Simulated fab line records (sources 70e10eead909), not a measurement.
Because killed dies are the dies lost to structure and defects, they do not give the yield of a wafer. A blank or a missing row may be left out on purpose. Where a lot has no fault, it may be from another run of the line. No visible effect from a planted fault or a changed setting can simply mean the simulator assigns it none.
8D (eight disciplines) problem report, filled in by code + flow nand harc + the parts of the form that need people (team, actions taken, sign-off) are left out

1. WHAT WENT WRONG
At NHARC_P_M1_CD_MEAS_09, cd nm averages 118.5 nm over 4 wafers from 2 lots, while fault-free wafers read 130.3 nm, standard deviation 0.59. Measured from the usual mean, that is -20 standard deviations.
The step: target cd 130 nm.
First seen on wafer L921.2, day 10 10:39, on cd sem-01. At this step, 39 wafers from 13 lots have a number in the record. The rule behind "out" and "out of limits": a value lying over 4 standard deviations away from the usual mean. The rest of the wafers with a number are treated as sound.

2. WHAT IT IS; WHAT IT IS NOT
| question                    | is                             | is not                                                                                             |
|-----------------------------|--------------------------------|----------------------------------------------------------------------------------------------------|
| which readings at this step | cd nm                          | -                                                                                                  |
| which lots                  | L921, L924                     | L911, L912, L913, L914, L915, L916, L930, L931, L932, L933, L934                                   |
| which wafers of those lots  | L921.2, L921.6, L924.2, L924.5 | L921.3, L924.4                                                                                     |
| read on which gauges        | cd sem-01, cd sem-02           | cd sem-03                                                                                          |
| when                        | from day 10 10:39              | up to then (19 sound wafers); but 16 sound wafers of L924, L930, L931, L932, L933, L934 came after |

3. THE SUSPECTS, EACH WITH WHAT RULES IT OUT
Counting: if a tool at a process step up to the reading ran every lot that is out, it stays a suspect. Sound lots after the first of them don't rule it out here, since some wafers of a struck lot are sound.
- the gauge at NHARC_P_M1_CD_MEAS_09 has been ruled out. The wafers that are out were read on 2 gauges (cd sem-01, cd sem-02).
- pecvd-01 at NHARC_P_M0_PRE_CLEAN_31 (time 12 s): kept. It ran every lot that is out, first L921 (day 10 09:28).
- litho track-06 at NHARC_P_M1_PEB_07 (peb time 65 s): kept. It ran every lot that is out, first L921 (day 10 10:34). Its own heater power total W readings are out on those wafers.
Left after counting: pecvd-01 at NHARC_P_M0_PRE_CLEAN_31, litho track-06 at NHARC_P_M1_PEB_07.

4. THE CAUSE (what the simulator had put in)
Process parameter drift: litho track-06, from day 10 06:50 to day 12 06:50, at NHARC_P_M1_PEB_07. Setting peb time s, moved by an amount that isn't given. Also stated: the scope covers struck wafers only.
This tool is one of the 2 suspects left after counting.

5. THE CHAIN OF EFFECTS, in route order
Each row: a reading whose mean over the struck wafers that have a number lies more than 3 standard deviations from the usual. Only readings whose record carries a usual standard deviation are examined. hours: median over the lots of the time between each lot's start at the first step of this table that gives one and its start at this step. sigmas: the change, counted in usual standard deviations.
| hours | step                  | reading              | usual    | on struck wafers | change | sigmas |
|-------|-----------------------|----------------------|----------|------------------|--------|--------|
| 0     | NHARC_P_M1_PEB_07     | heater power total W | 156.6 W  | 186.6            | +30.0  | +73    |
| 0     | NHARC_P_M1_CD_MEAS_09 | cd nm                | 130.3 nm | 118.5            | -11.8  | -20    |
Here are the process steps it includes:
- NHARC_P_M1_PEB_07: peb time 65 s.
At these later measuring or inspecting steps, every struck wafer for which the step has a row has a number for every such reading, and none has moved that far: NHARC_END_SORT_01.

6. HOW IT WOULD HAVE BEEN CAUGHT EARLIER
Counted from the fault's start at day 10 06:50, it took 4 hours until the first out-of-limits reading at a measuring or inspecting step in this record, taken at day 10 10:39.
Tool's own readings at NHARC_P_M1_PEB_07, heater power total W: out on all struck wafers the step has rows for; an alarm limit on them would have tripped on the first.
Among the 2 lots that are out, L924 began NHARC_P_M1_PEB_07 on litho track-06 after day 10 10:39. A hold on the tool at that time would have spared it.
